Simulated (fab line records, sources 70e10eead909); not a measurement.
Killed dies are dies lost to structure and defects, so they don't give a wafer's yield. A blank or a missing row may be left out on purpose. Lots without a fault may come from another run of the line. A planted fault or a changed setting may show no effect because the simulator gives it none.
Tool commonality check | flow nand_harc | 2 lots, 6 wafers sampled

WHY IT WAS OPENED
At NHARC_END_SORT_01 the reading killed_at_array is flagged on 2 of 2 lots. Wafers without a fault read 55, standard deviation 19.
Rule: a lot is flagged when every wafer of it that has a number lies more than 4 standard deviations from that mean, or none has a number. The other lots count as sound.

lot  | measured     | on        | killed_at_array, wafer by wafer | flag
L825 | day 30 20:07 | prober-02 | 171 185 174                     | FLAGGED
L823 | day 30 21:44 | prober-01 | 165 179 159                     | FLAGGED
The numbers of the flagged lots are 172 on average: +117 against the usual, or +6 standard deviations.

WHICH TOOL RAN EACH LOT
The record holds 4 process steps before the reading, out of a route of 1302 steps. In each cell: the tool, then ch and the chambers that the sampled wafers went through, then the start.
lot  | flag    | NHARC_A_STAIRCASE_ETCH_15          | NHARC_A_BONDPAD_DEGAS_25     | NHARC_THIN_TSV_DESCUM_14           | NHARC_THIN_TSV_ETCH_15
L825 | FLAGGED | rie_diel-04 ch 0,1,3, day 22 04:53 | pvd_sputter-03, day 29 16:19 | rie_diel-01 ch 0,2,3, day 30 04:37 | rie_si-05 ch 0,1,2, day 30 05:17
L823 | FLAGGED | rie_diel-04 ch 1,2, day 21 15:23   | pvd_sputter-01, day 29 14:27 | rie_diel-02 ch 1,3, day 30 05:41   | rie_si-01 ch 0,2, day 30 06:49
What these steps do:
- NHARC_A_STAIRCASE_ETCH_15: etches the open film in C4F8/O2, target depth 100 nm, time 40.5 s.
- NHARC_A_BONDPAD_DEGAS_25: time 60 s.
- NHARC_THIN_TSV_DESCUM_14: chemistry O2, time 3 s.
- NHARC_THIN_TSV_ETCH_15: target depth 3000 nm, bosch target overetch cycles 2, bosch etch step 2.8 s.
- NHARC_END_SORT_01

FLAGGED OVER TOTAL, TOOL BY TOOL (the gauges that took the reading come last)
step                      | tool           | lots run | flagged | share of the flagged lots | sound lots run after its first flagged lot
NHARC_A_STAIRCASE_ETCH_15 | rie_diel-04    | 2        | 2       | all                       | 0
NHARC_A_BONDPAD_DEGAS_25  | pvd_sputter-01 | 1        | 1       | some                      | 0
NHARC_A_BONDPAD_DEGAS_25  | pvd_sputter-03 | 1        | 1       | some                      | 0
NHARC_THIN_TSV_DESCUM_14  | rie_diel-01    | 1        | 1       | some                      | 0
NHARC_THIN_TSV_DESCUM_14  | rie_diel-02    | 1        | 1       | some                      | 0
NHARC_THIN_TSV_ETCH_15    | rie_si-01      | 1        | 1       | some                      | 0
NHARC_THIN_TSV_ETCH_15    | rie_si-05      | 1        | 1       | some                      | 0
NHARC_END_SORT_01         | prober-01      | 1        | 1       | some                      | 0
NHARC_END_SORT_01         | prober-02      | 1        | 1       | some                      | 0

WHAT THE TABLE ALLOWS
1 row of the table ran every flagged lot: rie_diel-04 at NHARC_A_STAIRCASE_ETCH_15.
- rie_diel-04 at NHARC_A_STAIRCASE_ETCH_15: 2 of its 2 lots flagged. It ran no sound lot before its first flagged lot in this sample, so the start can't be narrowed down.
One tool is left: rie_diel-04 at NHARC_A_STAIRCASE_ETCH_15.

WHAT THE SIMULATOR HAD PUT IN
Chamber particle source: rie_diel-04, from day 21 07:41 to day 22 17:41, at NHARC_A_STAIRCASE_ETCH_15. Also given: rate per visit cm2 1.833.
Lots struck among those shown: L825, L823. The rule above found the same.
